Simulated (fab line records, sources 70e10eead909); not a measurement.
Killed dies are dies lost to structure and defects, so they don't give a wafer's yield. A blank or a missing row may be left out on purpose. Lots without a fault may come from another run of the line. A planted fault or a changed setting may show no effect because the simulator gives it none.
Problem report in the 8D (eight disciplines) form, filled by code | flow nand_harc | the parts of the form that need people (team, actions taken, sign-off) are left out

1. THE PROBLEM
run_length_s at NHARC_A_STAIRCASE_TRIM_16 reads a mean of 174.2 s on 1 wafer of 1 lot; wafers without a fault read 232.5 s with a standard deviation of 0.53. That is -99 or more standard deviations from the usual mean.
The step: chemistry O2, time 211.2 s.
First seen on wafer L193.1, day 22 03:12, on rie_diel-04. The record holds 39 wafers of 13 lots with a number at this step. Rule for "out", or "out of limits": more than 4 standard deviations from the usual mean. The other wafers with a number count as sound.

2. WHAT IT IS AND WHAT IT IS NOT
question                    | is                | is not
which readings at this step | run_length_s      | drypump_motor_current_A, oes_product_au, rf_vpp_V, showerhead_plenum_p_Torr, throttle_valve_pct
which lots                  | L193              | L181, L182, L183, L184, L186, L188, L189, L190, L194, L195, L200, L201
which wafers of those lots  | L193.1            | L193.4, L193.5
read on which tools         | rie_diel-04       | rie_diel-01, rie_diel-09
when                        | from day 22 03:12 | up to then (26 sound wafers); but 12 sound wafers of L194, L195, L200, L201 came after

3. SUSPECTS, AND WHAT RULES EACH OUT
Counting: a tool at a process step up to the reading stays a suspect if it ran every lot that is out. Sound lots after the first of them don't rule it out here, since some wafers of a struck lot are sound.
- rie_diel-01 at NHARC_A_STAIRCASE_ETCH_169 (etches the open film in CH3F/O2, target depth 50 nm, time 107.1 s): kept. It ran the lot that is out, L193 (day 22 00:43); its last sound lot up to then is L188 (day 20 08:32).
- rie_diel-04 at NHARC_A_STAIRCASE_TRIM_12 (chemistry O2, time 211.2 s): kept. It ran the lot that is out, L193 (day 22 02:40); its last sound lot up to then is L189 (day 20 10:48).
- rie_diel-04 at NHARC_A_STAIRCASE_TRIM_16 (chemistry O2, time 211.2 s): kept. It ran the lot that is out, L193 (day 22 03:12); its last sound lot up to then is L189 (day 20 11:29). Its own readings are out on those wafers: run_length_s.
- Within rie_diel-04 at NHARC_A_STAIRCASE_TRIM_12: the wafers that are out ran in chamber 1; their sound lot-mates ran in chambers 0, 3.
- Within rie_diel-04 at NHARC_A_STAIRCASE_TRIM_16: the wafers that are out ran in chamber 0; their sound lot-mates ran in chambers 1, 3.
Left after counting: rie_diel-01 at NHARC_A_STAIRCASE_ETCH_169, rie_diel-04 at NHARC_A_STAIRCASE_TRIM_12, rie_diel-04 at NHARC_A_STAIRCASE_TRIM_16.

4. THE CAUSE (what the simulator had put in)
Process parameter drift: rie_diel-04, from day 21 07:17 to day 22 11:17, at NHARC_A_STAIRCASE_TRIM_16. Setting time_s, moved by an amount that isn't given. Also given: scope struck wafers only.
Counting left 3 suspects, and this tool is among them.

5. THE CHAIN OF EFFECTS, in route order
Each row: a reading whose mean over the struck wafers that have a number lies more than 3 standard deviations from the usual. Only readings for which the record gives a usual standard deviation are gone through. hours: the time from each lot's start at the first step in this table that gives one to its start at this step, as a median over the lots. sigmas: the change in usual standard deviations.
hours | step                      | reading      | usual   | on struck wafers | change | sigmas
0     | NHARC_A_STAIRCASE_TRIM_16 | run_length_s | 232.5 s | 174.2            | -58.3  | -99 or more
The process steps in it:
- NHARC_A_STAIRCASE_TRIM_16: chemistry O2, time 211.2 s.

6. WHAT WOULD HAVE CAUGHT IT SOONER
In this record the first reading out of limits was taken at day 22 03:12, 20 hours after the fault began at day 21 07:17.
